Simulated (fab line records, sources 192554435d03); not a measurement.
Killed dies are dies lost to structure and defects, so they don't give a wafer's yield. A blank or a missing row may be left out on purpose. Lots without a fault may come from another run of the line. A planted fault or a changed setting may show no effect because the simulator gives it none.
Chamber matching | flow n5_finfet | N5_BEOL_M6_CMP_52 on cmp-04: 4 sister chambers
The step polishes, stops on SiCOH lowk, t overpolish 6.9 s, target thk 80 nm. 7 wafers are shown with their chamber, then 7 later ones without.

WAFERS WITH THEIR CHAMBER
wafer  | chamber | time_to_endpoint_s (s) | motor_current_A (A)
L081.5 | 1       | 72                     | 5.5
L082.4 | 1       | 69                     | 6.1
L087.1 | 3       | 70                     | 6.2
L087.4 | 2       | 70                     | 6.3
L087.5 | 3       | 72                     | 5.9
L093.1 | 2       | 61                     | 6.3
L093.4 | 0       | 64                     | 5.8

WAFERS WITHOUT THEIR CHAMBER
wafer  | time_to_endpoint_s (s) | motor_current_A (A)
L093.6 | 60                     | 6.1
L094.2 | 66                     | 5.7
L094.4 | 66                     | 6.2
L094.5 | 68                     | 6.0
L096.1 | 66                     | 6.1
L096.4 | 68                     | 5.8
L096.5 | 65                     | 5.4

WHICH CHAMBER EACH WENT THROUGH
wafer  | from the rows above               | in truth
L093.6 | can't be placed: 0 or 2 or 3 or 1 | 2
L094.2 | can't be placed: 0 or 1 or 3 or 2 | 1
L094.4 | can't be placed: 2 or 3 or 0 or 1 | 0
L094.5 | can't be placed: 3 or 1 or 0 or 2 | 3
L096.1 | can't be placed: 2 or 0 or 3 or 1 | 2
L096.4 | can't be placed: 1 or 0 or 3 or 2 | 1
L096.5 | can't be placed: 0 or 1 or 3 or 2 | 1
Placed correctly: 0 of 7. Can't be placed from these rows: 7 (the true chamber is among the candidates in 7). Placed wrongly: 0.
How it was worked out, from the rows above alone: a wafer's distance from a chamber is the root of the sum, over the readings, of the square of ((its reading less the chamber's mean) divided by the reading's scatter). The wafer belongs to the nearest chamber; if the next one is less than 2 further off, it can't be placed. A chamber's mean is the mean of its shown wafers. The scatter: the root of (the sum of the squares of (reading less its chamber's mean) over the shown wafers, divided by (wafers less chambers)).
